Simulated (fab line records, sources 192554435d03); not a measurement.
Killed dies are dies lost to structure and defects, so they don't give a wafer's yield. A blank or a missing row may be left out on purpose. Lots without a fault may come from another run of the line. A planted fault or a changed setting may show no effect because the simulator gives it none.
Chamber matching | flow n5_finfet | N5_BEOL_M6_ALD_77 on ald_metal-04: 4 sister chambers
The step deposits TaN, target thk 2 nm, pulse time 2 s, purge time 3 s. 8 wafers are shown with their chamber, then 8 later ones without.

WAFERS WITH THEIR CHAMBER
wafer  | chamber | heater_power_w (W)
L077.5 | 2       | 446
L084.4 | 1       | 429
L085.1 | 3       | 435
L085.3 | 1       | 414
L085.5 | 2       | 446
L086.1 | 3       | 445
L086.6 | 0       | 355
L090.1 | 0       | 349

WAFERS WITHOUT THEIR CHAMBER
wafer  | heater_power_w (W)
L090.4 | 448
L090.5 | 448
L091.2 | 347
L091.3 | 419
L091.5 | 351
L093.1 | 434
L093.2 | 359
L093.6 | 449

WHICH CHAMBER EACH WENT THROUGH
wafer  | from the rows above          | in truth
L090.4 | can't be placed: 2 or 3      | 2
L090.5 | can't be placed: 2 or 3      | 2
L091.2 | 0                            | 0
L091.3 | 1                            | 1
L091.5 | 0                            | 0
L093.1 | can't be placed: 3 or 2 or 1 | 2
L093.2 | 0                            | 0
L093.6 | can't be placed: 2 or 3      | 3
Placed correctly: 4 of 8. Can't be placed from these rows: 4 (the true chamber is among the candidates in 4). Placed wrongly: 0.
How it was worked out, from the rows above alone: a wafer's distance from a chamber is the root of the sum, over the readings, of the square of ((its reading less the chamber's mean) divided by the reading's scatter). The wafer belongs to the nearest chamber; if the next one is less than 2 further off, it can't be placed. A chamber's mean is the mean of its shown wafers. The scatter: the root of (the sum of the squares of (reading less its chamber's mean) over the shown wafers, divided by (wafers less chambers)).
